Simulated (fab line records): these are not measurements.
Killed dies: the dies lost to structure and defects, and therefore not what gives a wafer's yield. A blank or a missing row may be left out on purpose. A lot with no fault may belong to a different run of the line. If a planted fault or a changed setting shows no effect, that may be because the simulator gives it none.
Which tool was responsible? + flow n5-finfet + 8 lots with 24 wafers sampled at 2 steps, on a route of 1938 steps

== WHAT EACH GAUGE READ, for each wafer ==
N5_BEOL_M4_RC_MEAS_101. Usual: DIBL_N 37.2 mV/V, standard deviation 2.5; DIBL_P 38 mV/V, standard deviation 3; IOFF_N 0.17 nA/um, standard deviation 0.044; IOFF_P 0.24 nA/um, standard deviation 0.059; ION_N 667 uA/um, standard deviation 13; ION_P 461 uA/um, standard deviation 7.9; SS_N 71.8 mV/dec, standard deviation 0.86; SS_P 73.6 mV/dec, standard deviation 0.92; VT_N 250 mV, standard deviation 4.1; VT_P -249 mV, standard deviation 3.9.
| lot  | measured     | on        | DIBL_N (mV/V)  | DIBL_P (mV/V) | IOFF_N (nA/um) | IOFF_P (nA/um) | ION_N (uA/um) | ION_P (uA/um) | SS_N (mV/dec)  | SS_P (mV/dec)  | VT_N (mV)   | VT_P (mV)      | flag |
|------|--------------|-----------|----------------|---------------|----------------|----------------|---------------|---------------|----------------|----------------|-------------|----------------|------|
| L626 | day 8 07:10  | prober-01 | 39.1 36.4 34.9 | 38 37 35      | 0.18 0.15 0.12 | 0.21 0.22 0.18 | 668 665 660   | 455 457 452   | 71.8 71.4 71.3 | 73.7 73.9 73.1 | 252 250 252 | -252 -252 -254 |      |
| L630 | day 9 11:36  | prober-02 | 34.7 39.1 39.5 | 33 39 41      | 0.10 0.18 0.21 | 0.17 0.26 0.29 | 654 679 683   | 462 463 467   | 71.3 71.7 72.2 | 72.4 73.6 74.7 | 255 247 244 | -251 -244 -244 |      |
| L632 | day 9 22:03  | prober-01 | 30.9 34.6 34.8 | 31 35 35      | 0.08 0.12 0.13 | 0.13 0.18 0.18 | 630 668 656   | 442 462 452   | 70.1 70.9 70.5 | 71.6 72.9 73.3 | 263 254 252 | -256 -254 -253 |      |
| L633 | day 9 15:33  | prober-02 | 37.6 36.2 38.3 | 37 36 38      | 0.18 0.15 0.20 | 0.23 0.22 0.26 | 676 660 675   | 461 458 473   | 71.5 71.5 71.7 | 73.5 73.6 73.7 | 248 253 246 | -251 -250 -249 |      |
| L635 | day 10 06:31 | prober-02 | 38.5 37.0 39.3 | 41 38 41      | 0.19 0.17 0.20 | 0.27 0.23 0.28 | 672 666 677   | 464 463 466   | 72.4 71.6 72.4 | 74.5 73.1 74.2 | 252 249 250 | -248 -248 -246 |      |
| L638 | day 11 13:14 | prober-01 | 43.1 33.8 40.1 | 43 32 40      | 0.26 0.10 0.21 | 0.44 0.21 0.39 | 691 654 676   | 484 476 478   | 73.7 71.2 72.3 | 75.0 71.1 74.7 | 245 260 246 | -238 -247 -237 |      |
| L640 | day 12 05:06 | prober-02 | 39.0 34.9 36.5 | 39 36 38      | 0.19 0.12 0.15 | 0.23 0.18 0.21 | 678 659 672   | 460 457 455   | 72.2 71.4 71.8 | 73.8 72.9 73.5 | 248 252 250 | -249 -252 -252 |      |
| L649 | day 14 02:24 | prober-02 | 32.5 34.2      | 32 36         | 0.11 0.14      | 0.15 0.19      | 664 672       | 453 465       | 70.4 70.5      | 72.1 72.6      | 255 252     | -256 -251      |      |

== EACH LOT AND THE TOOL THAT RAN IT (in order: tool; ch and the chambers of the sampled wafers; start) ==
| lot  | N5_BEOL_M0_SAQP_CUT_ETCH_46       |
|------|-----------------------------------|
| L626 | rie-diel-03 ch 0,3, day 5 20:07   |
| L630 | rie-diel-01 ch 1,3, day 6 17:13   |
| L632 | rie-diel-03 ch 1,2,3, day 7 04:11 |
| L633 | rie-diel-01 ch 0,1,2, day 7 09:02 |
| L635 | rie-diel-03 ch 1,2, day 7 23:56   |
| L638 | rie-diel-03 ch 1,2,3, day 8 23:29 |
| L640 | rie-diel-03 ch 1,3, day 9 08:40   |
| L649 | rie-diel-03 ch 2,3, day 11 10:47  |
- N5_BEOL_M0_SAQP_CUT_ETCH_46: etches SOC in N2/H2, target depth 135 nm, overetch 27 nm, time 202.5 s.

== WHAT THE TOOLS THEMSELVES READ (means of the sampled wafers that have a number; where no wafer has one, the mark that the record gives instead) ==
N5_BEOL_M0_SAQP_CUT_ETCH_46. Usual: bias-w 150.1 W (standard deviation 0.45); drypump-motor-current-A 5.8 A (standard deviation 0.49); n2-flow-sccm 200.0 sccm (standard deviation 0.68); rf-fwd-power-W 838.4 W (standard deviation 2.5); rf-vpp-V 524.0 V (standard deviation 2.2); showerhead-plenum-p-Torr 2.54 Torr (standard deviation 0.078); throttle-valve-pct 17.68 % (standard deviation 0.25).
| lot  | tool        | bias-w (W) | drypump-motor-current-A (A) | n2-flow-sccm (sccm) | rf-fwd-power-W (W) | rf-vpp-V (V) | showerhead-plenum-p-Torr (Torr) | throttle-valve-pct (%) | flag |
|------|-------------|------------|-----------------------------|---------------------|--------------------|--------------|---------------------------------|------------------------|------|
| L626 | rie-diel-03 | 150.4      | 6.2                         | 199.8               | 838.9              | 525.8        | 2.63                            | 17.83                  |      |
| L630 | rie-diel-01 | 149.8      | 5.6                         | 200.4               | 839.2              | 521.9        | 2.52                            | 17.35                  |      |
| L632 | rie-diel-03 | 150.3      | 6.3                         | 199.8               | 836.0              | 525.0        | 2.60                            | 17.63                  |      |
| L633 | rie-diel-01 | 149.8      | 5.4                         | 200.3               | 839.0              | 521.2        | 2.48                            | 17.32                  |      |
| L635 | rie-diel-03 | 149.1      | 6.1                         | 200.0               | 838.9              | 524.3        | 2.55                            | 17.65                  |      |
| L638 | rie-diel-03 | 149.4      | 6.3                         | 201.2               | 838.6              | 525.3        | 2.60                            | 17.65                  |      |
| L640 | rie-diel-03 | 149.9      | 6.6                         | 200.2               | 836.5              | 527.0        | 2.63                            | 17.65                  |      |
| L649 | rie-diel-03 | 149.8      | 6.3                         | 200.2               | 838.6              | 526.7        | 2.65                            | 17.63                  |      |

== THE ANSWER, worked out from the rows above alone ==
Rule: a lot is off if the mean of its wafers that have a number lies more than 3 standard deviations from the usual mean. A lot without any number at a reading at which 4 lots or more have one is off too. The other lots that the step has rows for count as sound. First the gauges in route order, then the tools' own readings, where a lot's mean is used as printed above. The first step at which some lot is off is used, and at that step the reading that is off furthest; a lot without a number counts as furthest.
None of the lots is off at any reading shown; this tells nothing.

== WHAT THE SIMULATOR HAD PUT IN ==
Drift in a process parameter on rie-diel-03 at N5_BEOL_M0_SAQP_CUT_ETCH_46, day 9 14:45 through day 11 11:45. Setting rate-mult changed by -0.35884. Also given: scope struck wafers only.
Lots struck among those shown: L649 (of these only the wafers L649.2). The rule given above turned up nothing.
